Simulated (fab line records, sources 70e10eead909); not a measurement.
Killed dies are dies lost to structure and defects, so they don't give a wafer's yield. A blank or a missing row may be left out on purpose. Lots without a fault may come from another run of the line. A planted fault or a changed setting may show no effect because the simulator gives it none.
fab line records | flow nand_harc
record lots=24 wafers=72 last_day=35
route steps=1302 shown P_GATE@131 P_CONTACT@238 P_M0@268
lots that met no fault: from a run of the same line without faults
start_h: hours from the record's first day to the start of the lot's first wafer shown | wait_h: hours since the lot's step before | " the same as in the row above | L1.1+2: a row that stands for several wafers | - no value, or no start given | * or withheld: withheld | < > ~ a bound
route shown NAME@n: a module of which the file shows steps, and the number in the route of the first | usual: mean/standard deviation of fault-free wafers | same: alike in all rows | chamber/n: place in a boat | sites: the reading at each site | _std_site: their standard deviation | _edge_site: outer sites' mean less inner sites' | radius_mm: how far each site lies from the wafer's centre | mask NAME#n: copy n | behind: the tool/chamber that last shaped the wafer | hold: why the lot was held/for how many hours/how that ended | device: the transistor (n, p or np) that didn't switch | end of line: the same wafers' tests at the end of the route | a step without rows: its recipe alone | killed: dies lost to structure and defects at the first sort, not the wafer's yield | map: a wafer's dies, x killed, . not, _ none there
set.NAME: the setting as run; set.NAME@STEP: as run at that earlier step | model.NAME: the simulator's own value behind a step, which no gauge read
steps of the route over a sample of lots; a table a step, a row a wafer
services: from which hour (start_h, from the record's first day; less than 0 if before it) a tool's chamber was out of use, for how many hours, and why
## steps
# step NHARC_P_GATE_HM_DEP_102
# recipe target_thk_a=1200 temp_c=400 material=aC
# usual throttle_valve_pct=35.001/0.0087
# columns lot.wafer tool chamber start_h wait_h throttle_valve_pct
L074.2 acl_dep-03 0 92.44 1.1 34.990
L074.3 " 0 " " 35.009
L074.5 " 0 " " 35.005
L075.1 acl_dep-01 0 106.01 0.8 34.995
L075.3 " 0 " " 34.998
L075.4 " 0 " " 34.997
L076.2 acl_dep-01 0 111.17 1.2 34.989
L076.4 " 0 " " 34.995
L076.5 " 0 " " 35.007
L077.1 acl_dep-01 0 121.03 0.4 35.008
L077.5 " 0 " " 35.015
L077.6 " 0 " " 35.002
L082.2 acl_dep-02 0 195.48 5.5 35.003
L082.3 " 0 " " 35.001
L082.6 " 0 " " 35.000
L081.1 acl_dep-02 0 196.02 6.0 35.000
L081.3 " 0 " " 34.992
L081.6 " 0 " " 34.999
L078.1 acl_dep-02 0 196.67 6.7 35.001
L078.3 " 0 " " 35.002
L078.5 " 0 " " 35.010
L083.1 acl_dep-03 0 197.27 7.3 34.999
L083.2 " 0 " " 34.998
L083.4 " 0 " " 35.005
L080.2 acl_dep-02 0 197.42 7.4 35.019
L080.4 " 0 " " 35.003
L080.5 " 0 " " 35.002
L079.1 acl_dep-02 0 197.97 8.0 34.985
L079.3 " 0 " " 35.021
L079.5 " 0 " " 34.995
L084.3 acl_dep-03 0 198.12 8.1 35.003
L084.4 " 0 " " 35.010
L084.5 " 0 " " 34.982
L085.3 acl_dep-01 0 201.39 1.2 34.987
L085.4 " 0 " " 35.001
L085.6 " 0 " " 34.992
L086.1 acl_dep-02 0 210.10 0.4 35.019
L086.3 " 0 " " 34.994
L086.4 " 0 " " 35.008
L088.3 acl_dep-01 0 236.55 1.2 35.011
L088.4 " 0 " " 34.999
L088.5 " 0 " " 35.003
L087.1 acl_dep-01 0 236.98 1.6 35.002
L087.2 " 0 " " 34.992
L087.5 " 0 " " 34.999
L089.4 acl_dep-02 0 241.73 0.7 35.004
L089.5 " 0 " " 34.996
L089.6 " 0 " " 34.982
L090.1 acl_dep-03 0 254.23 3.2 35.022
L090.3 " 0 " " 34.997
L090.5 " 0 " " 34.994
L091.1 acl_dep-02 0 261.22 0.6 35.012
L091.5 " 0 " " 34.996
L091.6 " 0 " " 35.014
L092.1 acl_dep-02 0 279.83 3.8 34.997
L092.5 " 0 " " 35.003
L092.6 " 0 " " 34.999
L093.1 acl_dep-01 0 280.83 0.4 34.999
L093.2 " 0 " " 35.002
L093.5 " 0 " " 35.011
L094.1 acl_dep-01 0 292.74 0.4 34.993
L094.2 " 0 " " 34.992
L094.3 " 0 " " 34.990
L095.1 acl_dep-03 0 312.58 9.5 34.998
L095.3 " 0 " " 34.983
L095.5 " 0 " " 35.002
L096.3 acl_dep-03 0 319.49 5.4 34.997
L096.5 " 0 " " 35.001
L096.6 " 0 " " 34.991
L097.2 acl_dep-03 0 323.74 4.2 35.019
L097.3 " 0 " " 35.006
L097.6 " 0 " " 34.997
# step NHARC_P_GATE_DESCUM_93
# recipe time_s=3 o2_flow_sccm=200 ar_flow_sccm=0 bias_power_w=0 chemistry=O2
# usual drypump_motor_current_A=5.8/0.43 oes_product_au=0.998/0.0093 rf_vpp_V=57.7/0.78 showerhead_plenum_p_Torr=1.90/0.077 throttle_valve_pct=11.310/0.0091
# same bias_power_w=0
# columns lot.wafer tool chamber start_h wait_h drypump_motor_current_A oes_product_au rf_hours_counter_h rf_vpp_V showerhead_plenum_p_Torr throttle_valve_pct
L074.2 rie_diel-05 3 109.24 - 6.1 0.991 3 57.3 1.80 11.302
L074.3 " 0 " " 6.0 0.999 3 57.0 1.97 11.304
L074.5 " 1 " " 5.5 1.003 - 57.4 1.95 11.298
L075.1 rie_diel-05 0 122.72 - 6.0 0.996 4 57.3 1.97 11.320
L075.3 " 1 " " 5.6 1.004 4 58.4 1.95 11.314
L075.4 " 1 " " 5.6 1.003 - 56.6 1.95 11.306
L076.4 rie_diel-11 1 128.07 - 5.5 0.998 2 56.5 1.78 11.307
L076.2 " 2 " " 5.4 0.988 2 57.9 1.88 11.316
L076.5 " 1 " " 5.5 0.998 - 57.4 1.78 11.301
L077.1 rie_diel-11 1 138.07 - 5.6 0.991 2 56.2 1.78 11.314
L077.5 " 0 " " 5.7 0.990 - 58.5 1.97 11.292
L077.6 " 1 " " 5.6 0.995 - 57.0 1.78 11.301
L082.3 rie_diel-11 3 212.31 - 6.3 1.003 5 58.1 2.01 11.313
L082.2 " 1 " " 5.6 0.994 6 57.0 1.78 11.305
L082.6 " 3 " " 6.3 1.003 - 57.9 2.01 11.326
L081.3 rie_diel-05 1 212.85 - 5.5 1.005 9 57.6 1.95 11.327
L081.1 " 2 " " 5.0 1.011 9 56.3 1.89 11.308
L081.6 " 1 " " 5.5 1.016 - 58.8 1.95 11.303
L078.1 rie_diel-11 0 213.65 - 5.8 0.989 6 58.2 1.97 11.304
L078.3 " 3 " " 6.3 1.007 5 57.2 2.01 11.294
L078.5 " 1 " " 5.6 0.984 - 58.1 1.78 11.309
L083.1 rie_diel-09 0 219.18 - 6.2 1.001 2 57.1 1.78 11.299
L083.2 " 1 " " 5.3 1.010 2 58.2 1.87 11.311
L083.4 " 3 " " 6.5 0.990 - 57.6 1.89 11.305
L080.2 rie_diel-11 2 220.01 - 5.4 0.988 6 57.4 1.88 11.305
L080.4 " 3 " " 6.3 0.996 6 57.8 2.01 11.311
L080.5 " 1 " " 5.6 0.994 - 57.2 1.78 11.309
L084.3 rie_diel-05 1 220.28 - 5.6 1.005 11 58.6 1.95 11.306
L084.4 " 0 " " 6.0 1.003 10 57.8 1.96 11.310
L084.5 " 1 " " 5.5 0.999 - 56.6 1.95 11.342
L079.3 rie_diel-11 3 225.61 - 6.3 0.989 6 57.7 2.01 11.307
L079.1 " 0 " " 5.8 0.988 7 58.1 1.97 11.312
L079.5 " 1 " " 5.6 0.989 - 57.7 1.78 11.321
L085.4 rie_diel-05 3 228.51 - 6.1 0.996 10 57.6 1.80 11.314
L085.3 " 1 " " 5.6 1.003 11 56.8 1.94 11.317
L085.6 " 3 " " 6.1 1.002 - 56.8 1.80 11.314
L086.4 rie_diel-11 1 232.12 - 5.6 1.000 7 56.9 1.78 11.309
L086.1 " 3 " " 6.3 1.010 7 58.9 2.01 11.332
L086.3 " 0 " " 5.8 0.989 7 58.2 1.97 11.298
L087.1 rie_diel-05 0 254.16 - 6.0 1.015 1 57.4 1.96 11.293
L087.2 " 1 " " 5.5 1.022 1 57.6 1.94 11.298
L087.5 " 3 " " 6.1 0.996 - 58.3 1.80 11.300
L088.3 rie_diel-05 0 255.38 - 6.0 1.003 1 58.3 1.96 11.315
L088.4 " 1 " " 5.6 1.013 1 58.5 1.94 11.308
L088.5 " 2 " " 5.0 1.002 - 55.8 1.89 11.309
L089.4 rie_diel-05 0 258.72 - 6.0 1.002 1 58.0 1.96 11.315
L089.6 " 3 " " 6.1 0.994 - 57.8 1.80 11.314
L089.5 " 0 " " 6.0 1.001 - 57.7 1.96 11.310
L090.3 rie_diel-11 0 271.38 - 5.8 0.995 0 56.9 1.97 11.308
L090.1 " 3 " " 6.3 1.010 0 57.2 2.01 11.310
L090.5 " 1 " " 5.5 0.997 - 58.4 1.78 11.289
L091.1 rie_diel-09 0 278.17 - 6.2 1.009 7 57.4 1.78 11.303
L091.6 " 2 " " 6.3 0.993 - 58.3 1.95 11.321
L091.5 " 3 " " 6.5 1.001 - 57.9 1.89 11.304
L092.1 rie_diel-09 0 296.55 - 6.2 1.000 8 56.8 1.78 11.312
L092.6 " 0 " " 6.2 1.002 - 58.0 1.78 11.305
L092.5 " 1 " " 5.2 0.993 - 58.3 1.87 11.298
L093.1 rie_diel-11 3 298.44 - 6.3 0.999 2 59.2 2.01 11.313
L093.2 " 2 " " 5.4 0.975 2 56.5 1.88 11.300
L093.5 " 3 " " 6.3 1.004 - 58.7 2.01 11.324
L094.1 rie_diel-09 1 309.78 - 5.2 1.011 7 58.5 1.87 11.318
L094.3 " 2 " " 6.4 1.004 6 59.0 1.95 11.302
L094.2 " 0 " " 6.2 1.000 8 57.8 1.78 11.331
L095.3 rie_diel-09 3 329.73 - 6.5 1.001 0 57.5 1.89 11.314
L095.1 " 1 " " 5.3 0.992 0 56.8 1.87 11.305
L095.5 " 3 " " 6.5 1.002 - 58.5 1.89 11.302
L096.3 rie_diel-11 2 335.92 - 5.4 0.979 6 57.3 1.88 11.313
L096.6 " 3 " " 6.3 1.009 - 58.7 2.01 11.300
L096.5 " 0 " " 5.8 0.993 - 58.1 1.97 11.303
L097.2 rie_diel-11 2 341.06 - 5.4 0.979 6 57.5 1.88 11.313
L097.3 " 3 " " 6.3 1.005 6 57.7 2.01 11.311
L097.6 " 3 " " 6.3 1.008 - 57.0 2.01 11.306
# step NHARC_P_CONTACT_ETCH_18
# recipe target_depth_a=4810 time_s=240.5 c4f8_flow_sccm=20 o2_flow_sccm=10 ar_flow_sccm=withheld rf_w=600 bias_w=1500 chemistry=C4F8/O2/Ar
# usual oes_product_au=0.957/0.018 rf_fwd_power_W=598.0/2.2 rf_vpp_V=977/5.7
# columns lot.wafer tool chamber start_h wait_h oes_product_au rf_fwd_power_W rf_hours_counter_h rf_vpp_V
L074.2 rie_diel-07 3 - - 0.978 597.4 4.1 982
L074.3 " 1 " " 0.972 599.6 4.2 970
L074.5 " 2 " " 0.968 598.2 - 986
L075.1 rie_diel-13 2 - - 0.967 595.2 5.1 976
L075.3 " 3 " " 0.929 602.6 5.0 975
L075.4 " 0 " " 0.952 598.4 4.8 972
L076.2 rie_diel-07 2 - - 0.961 596.8 0.2 987
L076.4 " 0 " " 0.968 596.4 0.3 972
L076.5 " 2 " " 0.954 594.7 - 988
L077.1 rie_diel-07 1 - - 0.981 597.5 0.8 972
L077.5 " 0 " " 0.952 596.0 - 973
L077.6 " 1 " " 0.982 597.4 - 972
L082.2 rie_diel-07 0 - - 0.956 598.8 2.4 972
L082.3 " 2 " " 0.969 596.8 2.3 987
L082.6 " 1 " " 0.969 594.6 - 971
L081.3 rie_diel-13 2 - - 0.967 597.5 0.9 976
L081.1 " 3 " " 0.944 595.1 0.8 975
L081.6 " 3 " " 0.944 594.0 - 973
L078.1 rie_diel-07 1 - - 0.976 599.5 2.6 971
L078.3 " 3 " " 0.947 599.9 2.6 982
L078.5 " 2 " " 0.971 598.1 - 988
L083.2 rie_diel-13 2 - - 0.927 598.1 1.7 975
L083.1 " 3 " " 0.898 596.7 1.6 975
L083.4 " 0 " " 0.930 597.8 - 970
L080.2 rie_diel-13 0 - - 0.971 595.0 2.0 970
L080.4 " 2 " " 0.965 599.6 - 975
L080.5 " 3 " " 0.942 594.1 - 972
L084.3 rie_diel-07 0 - - 0.935 597.6 3.0 972
L084.4 " 1 " " 0.940 595.7 3.0 971
L084.5 " 3 " " 0.920 600.2 - 981
L079.1 rie_diel-07 1 - - 0.977 604.3 3.4 971
L079.3 " 3 " " 0.945 598.0 3.4 981
L079.5 " 0 " " 0.956 595.5 - 973
L085.3 rie_diel-02 0 - - 0.952 598.4 1.3 985
L085.6 " 0 " " 0.960 598.1 - 984
L085.4 " 2 " " 0.952 599.8 - 976
L086.1 rie_diel-13 1 - - 0.940 601.7 0.7 983
L086.3 " 2 " " 0.974 597.0 2.7 976
L086.4 " 3 " " 0.953 597.3 2.8 975
L087.2 rie_diel-02 0 - - 0.949 596.0 2.7 985
L087.1 " 1 " " 0.958 599.2 0.6 972
L087.5 " 0 " " 0.953 596.6 - 984
L088.4 rie_diel-07 2 - - 0.971 594.9 4.5 987
L088.3 " 3 " " 0.937 600.1 4.5 981
L088.5 " 0 " " 0.956 600.9 - 974
L089.4 rie_diel-02 3 - - 0.933 597.1 3.3 978
L089.5 " 1 " " 0.967 597.0 - 974
L089.6 " 2 " " 0.952 600.6 - 976
L090.3 rie_diel-13 0 - - 0.942 601.4 4.0 973
L090.1 " 2 " " 0.913 595.9 3.8 977
L090.5 " 1 " " 0.914 599.3 - 985
L091.1 rie_diel-02 0 - - 0.962 598.3 4.1 985
L091.5 " 0 " " 0.962 597.7 - 983
L091.6 " 1 " " 0.959 596.4 - 972
L092.1 rie_diel-02 3 - - 0.957 597.4 5.3 978
L092.5 " 0 " " 0.952 601.3 - 984
L092.6 " 1 " " 0.956 597.4 - 972
L093.2 rie_diel-07 1 - - 0.968 595.1 0.2 972
L093.1 " 0 " " 0.947 599.1 0.2 972
L093.5 " 2 " " 0.986 595.0 - 988
L094.1 rie_diel-07 0 - - 0.949 602.2 0.6 973
L094.3 " 1 " " 0.968 597.8 0.7 971
L094.2 " 2 " " 0.997 601.4 0.7 989
L095.1 rie_diel-02 3 - - 0.951 600.1 7.3 979
L095.3 " 1 " " 0.977 597.1 4.3 974
L095.5 " 0 " " 0.965 600.7 - 985
L096.3 rie_diel-07 1 - - 0.982 600.3 1.3 973
L096.6 " 0 " " 0.967 599.6 - 972
L096.5 " 1 " " 0.978 599.4 - 972
L097.2 rie_diel-07 1 - - 0.969 600.4 1.7 972
L097.3 " 2 " " 0.990 594.9 1.5 988
L097.6 " 1 " " 0.977 598.5 - 973
# step NHARC_P_CONTACT_INSPECT_27
# usual raw_defect_count=302/130
# columns lot.wafer tool chamber start_h wait_h raw_defect_count
L074.2 defect_inspect-01 - 117.67 0.1 259
L074.3 " - " " 331
L074.5 " - " " 196
L075.1 defect_inspect-02 - 130.76 0.1 338
L075.3 " - " " 303
L075.4 " - " " 235
L076.2 defect_inspect-02 - 135.83 0.1 221
L076.4 " - " " 329
L076.5 " - " " 257
L077.1 defect_inspect-02 - 146.56 0.1 366
L077.5 " - " " 311
L077.6 " - " " 246
L082.2 defect_inspect-01 - 220.11 0.1 178
L082.3 " - " " 190
L082.6 " - " " 162
L081.1 defect_inspect-02 - 221.09 0.1 294
L081.3 " - " " 199
L081.6 " - " " 219
L078.1 defect_inspect-02 - 221.46 0.1 509
L078.3 " - " " 483
L078.5 " - " " 271
L083.1 defect_inspect-02 - 227.21 0.1 336
L083.2 " - " " 287
L083.4 " - " " 239
L080.2 defect_inspect-02 - 228.43 0.1 294
L080.4 " - " " 217
L080.5 " - " " 416
L084.3 defect_inspect-01 - 228.45 0.1 389
L084.4 " - " " 368
L084.5 " - " " 498
L079.1 defect_inspect-01 - 233.76 0.1 230
L079.3 " - " " 366
L079.5 " - " " 353
L085.3 defect_inspect-02 - 236.44 0.1 653
L085.4 " - " " 464
L085.6 " - " " 264
L086.1 defect_inspect-02 - 239.91 0.1 182
L086.3 " - " " 222
L086.4 " - " " 273
L087.1 defect_inspect-02 - 261.86 0.1 191
L087.2 " - " " 172
L087.5 " - " " 168
L088.3 defect_inspect-01 - 263.39 0.1 211
L088.4 " - " " 289
L088.5 " - " " 210
L089.4 defect_inspect-02 - 266.55 0.1 291
L089.5 " - " " 446
L089.6 " - " " 826
L090.1 defect_inspect-01 - 279.16 0.1 587
L090.3 " - " " 290
L090.5 " - " " 221
L091.1 defect_inspect-02 - 285.97 0.1 144
L091.5 " - " " 308
L091.6 " - " " 370
L092.1 defect_inspect-02 - 304.27 0.1 382
L092.5 " - " " 320
L092.6 " - " " 303
L093.1 defect_inspect-02 - 306.48 0.1 248
L093.2 " - " " 230
L093.5 " - " " 243
L094.1 defect_inspect-01 - 317.49 0.1 361
L094.2 " - " " 193
L094.3 " - " " 320
L095.1 defect_inspect-01 - 337.57 0.1 135
L095.3 " - " " 155
L095.5 " - " " 175
L096.3 defect_inspect-01 - 343.88 0.1 146
L096.5 " - " " 152
L096.6 " - " " 145
L097.2 defect_inspect-01 - 348.96 0.1 177
L097.3 " - " " 233
L097.6 " - " " 312
# step NHARC_P_M0_ETCH_15
# recipe target_depth_a=1500 overetch_a=150 time_s=82.5 c4f8_flow_sccm=withheld ar_flow_sccm=400 rf_w=600 bias_w=300 chemistry=C4F8/Ar
# usual oes_product_au=0.960/0.019 rf_fwd_power_W=596.0/1.9 rf_vpp_V=441.4/2.7
# columns lot.wafer tool chamber start_h wait_h oes_product_au rf_fwd_power_W rf_hours_counter_h rf_vpp_V
L074.2 rie_diel-10 2 - - 0.977 595.7 13 439.2
L074.3 " 0 " " 0.965 595.5 14 438.9
L074.5 " 2 " " 0.971 594.5 - 438.0
L075.3 rie_diel-01 3 - - 0.955 597.5 32 441.0
L075.1 " 0 " " 0.953 599.2 33 444.4
L075.4 " 1 " " 0.934 591.9 30 440.1
L076.2 rie_diel-04 3 - - 0.958 595.7 20 443.7
L076.5 " 1 " " 0.946 596.0 - 441.3
L076.4 " 2 " " 0.948 596.5 - 437.7
L077.1 rie_diel-04 2 - - 0.972 595.9 22 439.3
L077.5 " 2 " " 0.977 594.5 - 439.3
L077.6 " 3 " " 0.962 599.5 - 443.7
L082.3 rie_diel-04 3 - - 0.950 596.8 6 443.2
L082.2 " 0 " " 0.950 595.4 6 444.2
L082.6 " 2 " " 0.960 594.8 - 438.1
L081.1 rie_diel-04 2 - - 0.987 597.7 6 437.3
L081.3 " 1 " " 0.981 593.6 6 443.6
L081.6 " 3 " " 0.960 596.0 - 443.7
L078.1 rie_diel-10 3 - - 0.936 594.7 50 445.5
L078.3 " 0 " " 0.926 594.5 51 439.0
L078.5 " 0 " " 0.932 595.7 - 439.2
L083.2 rie_diel-04 0 - - 0.968 594.8 8 444.1
L083.1 " 1 " " 0.984 594.9 7 441.4
L083.4 " 3 " " 0.960 594.7 8 439.7
L084.3 rie_diel-04 1 - - 0.969 595.3 8 440.8
L084.4 " 2 " " 0.967 594.1 7 438.0
L084.5 " 2 " " 0.961 596.6 - 439.4
L080.2 rie_diel-10 3 - - 0.912 596.4 53 444.8
L080.4 " 2 " " 0.922 596.3 49 439.2
L080.5 " 3 " " 0.931 596.3 - 446.6
L079.1 rie_diel-10 2 - - 0.926 597.2 50 438.7
L079.3 " 3 " " 0.925 598.3 54 444.8
L079.5 " 1 " " 0.937 597.3 - 436.2
L085.4 rie_diel-04 3 - - 0.936 595.9 9 442.4
L085.3 " 1 " " 0.940 597.5 9 442.9
L085.6 " 0 " " 0.953 594.4 - 443.6
L086.4 rie_diel-04 3 - - 0.957 593.7 10 441.9
L086.3 " 0 " " 0.976 595.6 10 443.2
L086.1 " 2 " " 0.989 596.7 9 436.7
L087.2 rie_diel-04 2 - - 0.958 593.5 11 438.2
L087.1 " 3 " " 0.956 592.9 12 442.1
L087.5 " 2 " " 0.964 593.8 - 439.1
L088.3 rie_diel-04 0 - - 0.968 596.0 13 444.2
L088.5 " 2 " " 0.960 596.4 - 437.9
L088.4 " 3 " " 0.962 594.6 - 443.6
L089.4 rie_diel-10 3 - - 0.984 592.9 7 444.7
L089.6 " 3 " " 0.997 594.4 - 444.4
L089.5 " 0 " " 0.995 591.5 - 439.7
L090.3 rie_diel-10 3 - - 0.972 593.7 10 445.2
L090.1 " 0 " " 0.975 592.4 12 439.8
L090.5 " 2 " " 0.980 598.8 - 440.1
L091.1 rie_diel-04 0 - - 0.976 597.4 18 443.0
L091.5 " 2 " " 0.969 596.8 - 437.4
L091.6 " 3 " " 0.955 597.4 - 442.6
L092.1 rie_diel-10 1 - - 0.968 596.4 23 438.2
L092.5 " 0 " " 0.984 595.8 - 439.8
L092.6 " 1 " " 0.971 595.6 - 437.3
L093.1 rie_diel-01 2 - - 0.975 598.0 41 439.4
L093.2 " 3 " " 0.979 596.4 37 439.6
L093.5 " 0 " " 0.977 598.9 - 443.3
L094.1 rie_diel-01 2 - - 0.924 597.5 42 440.6
L094.2 " 3 " " 0.944 596.0 41 439.4
L094.3 " 0 " " 0.934 600.2 35 444.5
L095.3 rie_diel-04 0 - - 0.967 597.6 25 446.7
L095.1 " 1 " " 0.942 594.5 21 443.0
L095.5 " 3 " " 0.961 596.0 - 442.1
L096.3 rie_diel-04 0 - - 0.960 596.0 26 445.3
L096.5 " 1 " " 0.952 595.8 - 442.9
L096.6 " 3 " " 0.952 598.3 - 441.0
L097.2 rie_diel-04 1 - - 0.954 595.6 23 442.6
L097.3 " 3 " " 0.985 598.5 26 442.8
L097.6 " 1 " " 0.961 597.1 - 442.4
# step NHARC_P_M0_CMP_23
# recipe t_overpolish_s=20 target_thk_nm=117.54
# usual motor_current_A=11.9/1.5 time_to_endpoint_s=28.7/2.4
# same t_overpolish_s=20
# columns lot.wafer tool chamber start_h wait_h motor_current_A time_to_endpoint_s
L074.3 cmp-02 2 120.75 - 13.3 31.9
L074.2 " 0 " " 10.3 29.3
L074.5 " 3 " " 13.0 28.4
L075.3 cmp-01 0 133.95 - 12.6 26.2
L075.1 " 2 " " 14.6 31.3
L075.4 " 3 " " 13.9 31.2
L076.4 cmp-03 2 138.84 - 12.1 26.7
L076.2 " 3 " " 9.7 26.6
L076.5 " 2 " " 11.3 26.8
L077.1 cmp-03 3 149.78 - 9.6 27.4
L077.6 " 2 " " 11.6 27.8
L077.5 " 3 " " 9.4 29.0
L082.3 cmp-02 2 223.28 - 12.8 29.4
L082.2 " 0 " " 10.4 26.4
L082.6 " 2 " " 14.1 26.4
L081.3 cmp-01 1 224.21 - 11.0 29.1
L081.1 " 2 " " 15.0 32.3
L081.6 " 0 " " 11.9 28.7
L078.1 cmp-03 3 224.59 - 9.2 28.7
L078.3 " 1 " " 12.8 28.1
L078.5 " 2 " " 11.7 28.0
L083.2 cmp-02 3 230.17 - 13.3 27.3
L083.1 " 1 " " 11.8 31.7
L083.4 " 2 " " 13.0 29.0
L084.4 cmp-01 0 231.88 - 11.9 28.1
L084.3 " 2 " " 15.0 29.7
L084.5 " 1 " " 11.3 30.2
L080.2 cmp-03 1 231.89 - 12.2 28.7
L080.4 " 0 " " 11.2 28.2
L080.5 " 2 " " 11.2 29.4
L079.1 cmp-01 2 237.16 - 14.9 30.2
L079.3 " 3 " " 14.2 29.2
L079.5 " 2 " " 15.1 31.1
L085.4 cmp-03 2 239.62 - 11.1 28.3
L085.3 " 3 " " 9.6 28.8
L085.6 " 0 " " 11.4 25.3
L086.4 cmp-03 0 242.92 - 12.0 29.0
L086.1 " 1 " " 13.2 27.8
L086.3 " 2 " " 11.6 29.8
L087.1 cmp-02 3 265.06 - 13.4 30.3
L087.2 " 1 " " 11.8 33.8
L087.5 " 3 " " 13.7 33.2
L088.3 cmp-01 0 266.42 - 11.6 26.9
L088.4 " 2 " " 14.5 31.0
L088.5 " 0 " " 11.7 25.0
L089.4 cmp-01 3 269.77 - 13.6 26.5
L089.6 " 0 " " 11.9 25.2
L089.5 " 1 " " 10.8 27.0
L090.3 cmp-02 3 282.11 - 12.3 28.2
L090.1 " 2 " " 12.7 35.7
L090.5 " 0 " " 10.4 30.8
L091.1 cmp-01 3 289.00 - 14.0 30.6
L091.6 " 3 " " 13.9 27.9
L091.5 " 0 " " 12.2 25.9
L092.1 cmp-02 1 307.23 - 11.6 34.4
L092.5 " 1 " " 11.3 33.5
L092.6 " 2 " " 13.7 33.8
L093.2 cmp-03 0 309.58 - 10.9 26.5
L093.1 " 2 " " 11.5 27.8
L093.5 " 3 " " 9.6 29.6
L094.3 cmp-03 3 320.65 - 9.3 25.9
L094.2 " 0 " " 11.6 26.7
L094.1 " 1 " " 12.6 30.5
L095.3 cmp-03 1 341.23 - 12.7 30.2
L095.1 " 2 " " 11.3 28.8
L095.5 " 0 " " 12.0 26.9
L096.3 cmp-03 0 347.17 - 11.4 25.1
L096.6 " 1 " " 13.4 27.5
L096.5 " 2 " " 11.3 28.3
L097.2 cmp-03 1 351.97 - 13.0 27.3
L097.3 " 3 " " 8.9 28.1
L097.6 " 2 " " 11.5 25.0
## services
# columns tool chamber start_h hours kind
rie_diel-11 - 78.53 9.0 pm
rie_diel-11 3 91.01 13.8 repair
cmp-03 - 96.21 0.2 repair
rie_diel-07 - 117.20 9.0 pm
rie_diel-04 0 136.70 3.2 repair
rie_diel-11 2 148.60 10.1 repair
cmp-03 - 161.57 0.8 repair
rie_diel-07 1 164.52 11.1 repair
cmp-03 - 164.59 4.0 pm
rie_diel-04 - 177.94 9.0 pm
cmp-03 - 179.02 1.6 repair
rie_diel-11 - 190.99 0.2 repair
rie_diel-07 0 198.93 1.2 repair
cmp-03 - 204.11 3.3 repair
rie_diel-04 - 211.78 0.9 repair
cmp-03 - 229.46 0.7 repair
cmp-03 - 241.21 0.8 repair
rie_diel-11 1 251.20 16.6 repair
rie_diel-11 0 252.89 5.0 repair
cmp-03 - 255.85 2.2 repair
rie_diel-04 1 261.57 17.0 repair
rie_diel-07 1 280.75 7.2 repair
rie_diel-07 - 294.20 9.0 pm
rie_diel-04 2 337.58 9.7 repair
## key
fault none
